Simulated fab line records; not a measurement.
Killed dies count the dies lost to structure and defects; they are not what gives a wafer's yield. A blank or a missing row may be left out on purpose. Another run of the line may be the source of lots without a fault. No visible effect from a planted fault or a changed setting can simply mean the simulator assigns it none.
The same fault as seen by 3 desks :: flow n5-finfet :: what lay behind the numbers comes last; until then each desk has only its own

== THE TOOL OWNER'S DESK: rie-diel-06 ==
The tool's own readings at N5_BEOL_M7_VIA_ETCH_34 (etches SiCOH lowk in C4F6/O2, target depth 125.5 nm, time 50.5 s): means of the sampled wafers that have a number, for each lot that ran on this tool. Marked OUT: a lot whose mean sits more than 4 standard deviations from the usual mean, which makes it out of limits; the brackets give that distance.
Columns: A = bias-w at N5_BEOL_M7_VIA_ETCH_34, usual 185.1 W; B = drypump-motor-current-A at N5_BEOL_M7_VIA_ETCH_34, usual 5.9 A; C = oes-product-au at N5_BEOL_M7_VIA_ETCH_34, usual 0.79 a.u.; D = rf-vpp-V at N5_BEOL_M7_VIA_ETCH_34, usual 665 V; E = showerhead-plenum-p-Torr at N5_BEOL_M7_VIA_ETCH_34, usual 2.83 Torr; F = throttle-valve-pct at N5_BEOL_M7_VIA_ETCH_34, usual 20.92 %
lot: L103
first seen here: day 9 04:34
A: 184.9
B: 6.0
C: 0.87
D: 661
E: 2.85
F: 20.69

lot: L108
first seen here: day 11 07:49
A: 174.0 (-21) OUT
B: 6.0
C: 0.84
D: 628 (-4.5) OUT
E: 2.84
F: 20.70

lot: L112
first seen here: day 11 14:43
A: 174.1 (-21) OUT
B: 6.0
C: 0.84
D: 628 (-4.6) OUT
E: 2.84
F: 20.72
This desk's finding: out of limits on L108, L112; first on L108, day 11 07:49 (bias-w at N5_BEOL_M7_VIA_ETCH_34). In limits: L103.

== FROM THE METROLOGY DESK ==
Means of the sampled wafers that have a number, per lot and without regard to the tool the lot ran on: this is what the gauges read. Marked OUT: a lot whose mean sits more than 4 standard deviations from the usual mean, which makes it out of limits; the brackets give that distance.
Columns: A = cd-nm at N5_BEOL_M7_CD_MEAS_28, usual 40.01 nm; B = V6_OVL at N5_BEOL_M7_OVL_MEAS_29, usual -0.1 nm
lot: L103
first seen here: day 9 04:15
A: 39.78
B: 0.8

lot: L108
first seen here: day 11 07:31
A: 39.99
B: -0.6

lot: L112
first seen here: day 11 14:14
A: 40.19
B: -0.0

lot: L118
first seen here: day 13 09:36
A: 40.06
B: 0.9

lot: L120
first seen here: day 13 13:02
A: 39.97
B: 0.9

lot: L125
first seen here: day 14 16:43
A: 39.79
B: -0.7
Finding of this desk: none of the 6 lots has anything out of limits.

== THE DEFECT DESK ==
Inspection counts along the route, by lot: the mean over sampled wafers that carry a number. Marked OUT: a lot whose mean sits more than 4 standard deviations from the usual mean, which makes it out of limits; the brackets give that distance.
Columns: A = raw-defect-count at N5_BEOL_M7_INSPECT_30, usual 397
lot: L103
first seen here: day 9 04:20
A: 252

lot: L108
first seen here: day 11 07:36
A: 469

lot: L112
first seen here: day 11 14:20
A: 359

lot: L118
first seen here: day 13 09:41
A: 453

lot: L120
first seen here: day 13 13:07
A: 472

lot: L125
first seen here: day 14 16:49
A: 593
Finding of this desk: none of the 6 lots has anything out of limits.

== PUT TOGETHER ==
On L108, L112, at day 11 07:49, an alarm was possible from the tool owner's desk.
Metrology desk: nothing out of limits seen.
Nothing out of limits was seen by the defect desk.
The metrology desk holds a record of L108, L112, inside its limits.
The defect desk has L108, L112 on record, within its limits.
Every lot named ran N5_BEOL_M7_VIA_ETCH_34 on rie-diel-06.

== WHAT THE SIMULATOR HAD PUT IN ==
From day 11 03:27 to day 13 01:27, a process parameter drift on rie-diel-06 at N5_BEOL_M7_VIA_ETCH_34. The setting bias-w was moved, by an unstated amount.
Shown lots that were struck: L108, L112.
Time in hours from fault onset to the first out-of-limits reading at each desk: the tool owner's desk, 4.
